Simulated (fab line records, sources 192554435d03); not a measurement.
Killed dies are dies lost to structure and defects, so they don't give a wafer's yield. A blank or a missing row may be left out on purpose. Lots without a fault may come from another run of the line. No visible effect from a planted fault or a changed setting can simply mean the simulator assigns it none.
Struck lot and sound lot, side by side    flow n5_finfet    38 steps out of a route of 1938
Sound: the wafers L573.1, L573.3, L573.6. Struck: wafer L579.1 (left out: L579.2, a lot-mate that was not struck); the cause follows at the end.
Per side, at each step with rows, come the tool, then ch with its chambers, and then its first start. Under that, the readings that differ: sound wafers    struck wafers    difference of the means    sigmas: that difference in standard deviations of wafers without a fault.
alike: readings whose means differ by less than 2 such deviations, and words and numbers that are the same on both sides. not compared: withheld readings, readings that some wafer has no value for, bounds like >300 that may hide the same value, and numbers for which the record gives no deviation and whose values overlap.
A row with sigmas, a row that says differs or no value, or rows on one side alone: a step with any of these is where the two part. Numbers that have no deviation but don't overlap get no sigmas and don't part them. A reading that every wafer of one side lacks parts them only if that side has two wafers or more.

first, 9 steps without rows for these wafers: N5_BEOL_M4_ANNEAL_95 (time 240 s); N5_BEOL_M4_SPUTTER_96 (material Cu, target thk 4.5 nm, time 8.29 s); N5_BEOL_M4_ECD_50 (material Cu, target thk 300 nm); N5_BEOL_M4_ANNEAL_51 (time 90 s); N5_BEOL_M4_CMP_52 (polishes, stops on SiOC, t overpolish 6.8 s, target thk 40 nm); N5_BEOL_M4_PRE_CLEAN_60 (time 15 s); N5_BEOL_M4_CO_CAP_55 (material Co, precursor CCTBA/H2, target thk 2 nm, time 102.1 s); N5_BEOL_M4_PRE_CLEAN_56 (time 15 s); N5_BEOL_M4_DEP_57 (deposits SiCN from 3MS/NH3, target thk 8 nm, time 14 s).
N5_BEOL_M4_RC_MEAS_101:
  sound on prober-01 ch 0, day 10 14:50; struck on prober-01 ch 0, day 11 13:16
reading        sound        struck  difference  sigmas
ION_N (uA/um)  682 662 667  634     -36         -3
VT_N (mV)      247 252 248  260     +11         +3
  alike: DIBL_N, DIBL_P, IOFF_N, IOFF_P, ION_P, SS_N, SS_P, VT_P
then, 24 steps without rows for these wafers: N5_BEOL_M5_ILD_DEP_00 (deposits SiCOH lowk from DEMS/porogen, target thk 140.64 nm, time 25.9 s); N5_BEOL_M5_CURE_79 (cures SiCOH lowk, time 240 s); N5_BEOL_M5_PECVD_70 (deposits SiO2 from TEOS/O2, target thk 16 nm, time 18 s); N5_BEOL_M5_HM_DEP_02 (deposits TiN, target thk 20 nm); N5_BEOL_M5_COAT_59 (time 60 s, resist thk 60 nm); N5_BEOL_M5_COAT_60 (time 60 s, resist thk 12 nm); N5_BEOL_M5_COAT_71 (time 60 s, resist thk 5 nm); N5_BEOL_M5_COAT_05 (resist thk 30 nm); N5_BEOL_M5_EBR_07; N5_BEOL_M5_SOFTBAKE_06 (time 60 s); N5_BEOL_M5_EXPOSE_08 (exposes mask M5, target cd 28 nm); N5_BEOL_M5_PEB_09 (peb time 60 s); N5_BEOL_M5_DEVELOP_10 (develop time 30 s); N5_BEOL_M5_DESCUM_16 (chemistry O2, time 7 s); N5_BEOL_M5_ETCH_72 (etches underlayer in N2/H2, target depth 6.5 nm, time 5.2 s); N5_BEOL_M5_ETCH_61 (etches SiARC in CF4, target depth 15.6 nm, time 26 s); N5_BEOL_M5_ETCH_62 (etches SOC in N2/H2, target depth 75 nm, overetch 15 nm, time 112.5 s); N5_BEOL_M5_STRIP_63 (strips in N2/H2); N5_BEOL_M5_STRIP_73 (strips in N2/H2); N5_BEOL_M5_STRIP_64 (strips in CF4); N5_BEOL_M5_HM_OPEN_17 (chemistry Cl2/BCl3, target TiN, target depth 20 nm, overetch 6 nm); N5_BEOL_M5_STRIP_19 (strips in O2); N5_BEOL_M5_COAT_65 (time 60 s, resist thk 60 nm); N5_BEOL_M5_COAT_66 (time 60 s, resist thk 12 nm).
-- record jumps: 3 days separate the struck wafers' starts on either side; left off in module BEOL_M5, taken up again in module BEOL_M13, whose first shown step is the route's number 1710 --
N5_BEOL_M13_CMP_49: polishes, stops on SiOC, t overpolish 17.1 s, target thk 420 nm.
  sound on cmp-03 ch 2,3, day 13 17:43; struck on cmp-03 ch 2, day 14 15:56
reading                       sound                 struck  difference  sigmas
barrier_field_endpoint_s (s)  29.7 29.9 29.2        58.8    +29.2       +27
overpolish_run_s (s)          17.107 17.101 17.093  2.819   -14.281     -99 or more
  alike: motor_current_A, slurry_filter_dp_kPa
N5_BEOL_M13_THK_MEAS_50: measures by xrf.
  struck on film_metro-01, day 14 16:11; sound on film_metro-01, day 13 18:01
reading       sound        struck  difference  sigmas
M13_THK (nm)  422 419 419  811     +391        +48
N5_BEOL_M13_INSPECT_55: inspects for defects (darkfield).
  struck on defect_inspect-01, day 14 16:20; sound on defect_inspect-01, day 13 18:10
reading           sound       struck  difference  sigmas
raw_defect_count  134 99 100  3144    +3033       +99 or more
N5_PASSIVATION_PROBE_49:
  struck on prober-02, day 15 16:56; sound on prober-02, day 14 20:26
reading                   sound           struck  difference  sigmas
defect_limited_yield (%)  90.1 91.8 90.4  0       -91         -61
killed_at_M4_up           15 19 14        1088    +1072       +99 or more
killed_dies               117 97 113      1180    +1071       +60
killed_on_rim             14 12 13        152     +139        +40
sort_n_pass               1063 1083 1067  0       -1071       -56
sort_yield_pct (%)        90.1 91.8 90.4  0       -91         -57
  alike: killed_at_M0_to_M3, killed_at_contacts, killed_at_front_end, killed_at_other, killed_open, killed_short, sort_bin_4_leakage, sort_bin_5_function, sort_bin_6_memory, sort_bin_8_speed

## WHERE THEY PART
At N5_BEOL_M4_RC_MEAS_101 first; at N5_PASSIVATION_PROBE_49 last (within this record only).

WHY: the cause the simulator had injected
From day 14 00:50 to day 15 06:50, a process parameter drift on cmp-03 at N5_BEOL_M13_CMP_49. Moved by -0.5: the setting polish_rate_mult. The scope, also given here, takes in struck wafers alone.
